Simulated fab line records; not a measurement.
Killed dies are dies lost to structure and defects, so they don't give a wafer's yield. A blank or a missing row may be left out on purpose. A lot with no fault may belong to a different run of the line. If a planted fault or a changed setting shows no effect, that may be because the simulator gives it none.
Matching of chambers / flow n5-finfet / 4 sister chambers for N5_BEOL_M2_ETCH_70 on rie-diel-06
The step etches SOC in N2/H2, target depth 80 nm, overetch 24 nm, time 130 s. 20 wafers are shown with their chamber, then 10 later ones without.

== WAFERS PAIRED WITH THEIR CHAMBERS ==
wafer=L074.1; chamber=3; drypump-motor-current-A (A)=6.4; throttle-valve-pct (%)=17.69; showerhead-plenum-p-Torr (Torr)=2.42
wafer=L074.3; chamber=2; drypump-motor-current-A (A)=5.6; throttle-valve-pct (%)=17.85; showerhead-plenum-p-Torr (Torr)=2.41
wafer=L074.6; chamber=1; drypump-motor-current-A (A)=5.4; throttle-valve-pct (%)=17.37; showerhead-plenum-p-Torr (Torr)=2.54
wafer=L075.1; chamber=3; drypump-motor-current-A (A)=6.4; throttle-valve-pct (%)=17.72; showerhead-plenum-p-Torr (Torr)=2.42
wafer=L075.3; chamber=0; drypump-motor-current-A (A)=5.0; throttle-valve-pct (%)=18.00; showerhead-plenum-p-Torr (Torr)=2.62
wafer=L075.6; chamber=3; drypump-motor-current-A (A)=6.4; throttle-valve-pct (%)=17.69; showerhead-plenum-p-Torr (Torr)=2.42
wafer=L080.1; chamber=0; drypump-motor-current-A (A)=5.1; throttle-valve-pct (%)=18.03; showerhead-plenum-p-Torr (Torr)=2.61
wafer=L080.4; chamber=3; drypump-motor-current-A (A)=6.4; throttle-valve-pct (%)=17.73; showerhead-plenum-p-Torr (Torr)=2.41
wafer=L080.5; chamber=0; drypump-motor-current-A (A)=5.0; throttle-valve-pct (%)=18.01; showerhead-plenum-p-Torr (Torr)=2.61
wafer=L082.1; chamber=1; drypump-motor-current-A (A)=5.4; throttle-valve-pct (%)=17.39; showerhead-plenum-p-Torr (Torr)=2.54
wafer=L082.2; chamber=0; drypump-motor-current-A (A)=5.0; throttle-valve-pct (%)=18.02; showerhead-plenum-p-Torr (Torr)=2.61
wafer=L082.5; chamber=0; drypump-motor-current-A (A)=5.1; throttle-valve-pct (%)=18.02; showerhead-plenum-p-Torr (Torr)=2.61
wafer=L085.1; chamber=1; drypump-motor-current-A (A)=5.4; throttle-valve-pct (%)=17.41; showerhead-plenum-p-Torr (Torr)=2.53
wafer=L085.2; chamber=0; drypump-motor-current-A (A)=5.0; throttle-valve-pct (%)=18.07; showerhead-plenum-p-Torr (Torr)=2.60
wafer=L085.3; chamber=3; drypump-motor-current-A (A)=6.5; throttle-valve-pct (%)=17.74; showerhead-plenum-p-Torr (Torr)=2.41
wafer=L087.1; chamber=1; drypump-motor-current-A (A)=5.4; throttle-valve-pct (%)=17.42; showerhead-plenum-p-Torr (Torr)=2.53
wafer=L087.5; chamber=3; drypump-motor-current-A (A)=6.5; throttle-valve-pct (%)=17.75; showerhead-plenum-p-Torr (Torr)=2.40
wafer=L087.6; chamber=2; drypump-motor-current-A (A)=5.7; throttle-valve-pct (%)=17.49; showerhead-plenum-p-Torr (Torr)=2.72
wafer=L089.2; chamber=3; drypump-motor-current-A (A)=6.4; throttle-valve-pct (%)=17.75; showerhead-plenum-p-Torr (Torr)=2.40
wafer=L089.5; chamber=3; drypump-motor-current-A (A)=6.4; throttle-valve-pct (%)=17.77; showerhead-plenum-p-Torr (Torr)=2.40

SIGNATURES (averages over the wafers above)
reading=drypump-motor-current-A; chamber 0=5.033; chamber 1=5.400; chamber 2=5.650; chamber 3=6.425; scatter within a chamber=0.0456
reading=throttle-valve-pct; chamber 0=18.0250; chamber 1=17.3975; chamber 2=17.6700; chamber 3=17.7300; scatter within a chamber=0.0685
reading=showerhead-plenum-p-Torr; chamber 0=2.6100; chamber 1=2.5350; chamber 2=2.5650; chamber 3=2.4100; scatter within a chamber=0.0553
Rule: distance of a wafer from a chamber = root of the sum over the readings of ((wafer's reading minus chamber's mean) / reading's scatter) squared. If the next closest chamber is less than 2 further off than the closest, the wafer can't be placed; otherwise it belongs to the closest. The scatter: the root of (the sum of the squares of (reading less its chamber's mean) over the shown wafers, divided by (wafers less chambers)).

== WAFERS WHOSE CHAMBER IS MISSING ==
wafer=L089.6; drypump-motor-current-A (A)=5.6; throttle-valve-pct (%)=17.49; showerhead-plenum-p-Torr (Torr)=2.71
wafer=L093.2; drypump-motor-current-A (A)=5.1; throttle-valve-pct (%)=17.64; showerhead-plenum-p-Torr (Torr)=2.60
wafer=L093.5; drypump-motor-current-A (A)=5.1; throttle-valve-pct (%)=17.62; showerhead-plenum-p-Torr (Torr)=2.60
wafer=L093.6; drypump-motor-current-A (A)=5.6; throttle-valve-pct (%)=17.52; showerhead-plenum-p-Torr (Torr)=2.71
wafer=L094.3; drypump-motor-current-A (A)=5.1; throttle-valve-pct (%)=17.64; showerhead-plenum-p-Torr (Torr)=2.60
wafer=L094.4; drypump-motor-current-A (A)=5.6; throttle-valve-pct (%)=17.52; showerhead-plenum-p-Torr (Torr)=2.71
wafer=L094.5; drypump-motor-current-A (A)=6.4; throttle-valve-pct (%)=17.77; showerhead-plenum-p-Torr (Torr)=2.40
wafer=L096.1; drypump-motor-current-A (A)=5.6; throttle-valve-pct (%)=17.53; showerhead-plenum-p-Torr (Torr)=2.71
wafer=L096.2; drypump-motor-current-A (A)=5.4; throttle-valve-pct (%)=17.46; showerhead-plenum-p-Torr (Torr)=2.52
wafer=L096.5; drypump-motor-current-A (A)=5.0; throttle-valve-pct (%)=17.65; showerhead-plenum-p-Torr (Torr)=2.60

== WHICH CHAMBER EACH ONE RAN IN ==
wafer=L089.6; from the rows above=can't be placed: 2 or 1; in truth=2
wafer=L093.2; from the rows above=can't be placed: 0 or 1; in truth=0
wafer=L093.5; from the rows above=can't be placed: 0 or 1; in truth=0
wafer=L093.6; from the rows above=2; in truth=2
wafer=L094.3; from the rows above=can't be placed: 0 or 1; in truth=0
wafer=L094.4; from the rows above=2; in truth=2
wafer=L094.5; from the rows above=3; in truth=3
wafer=L096.1; from the rows above=2; in truth=2
wafer=L096.2; from the rows above=1; in truth=1
wafer=L096.5; from the rows above=0; in truth=0
Correctly placed: 6 of 10. Not placeable from these rows: 4 (in 4, the candidates include the true chamber). Wrongly placed: 0.
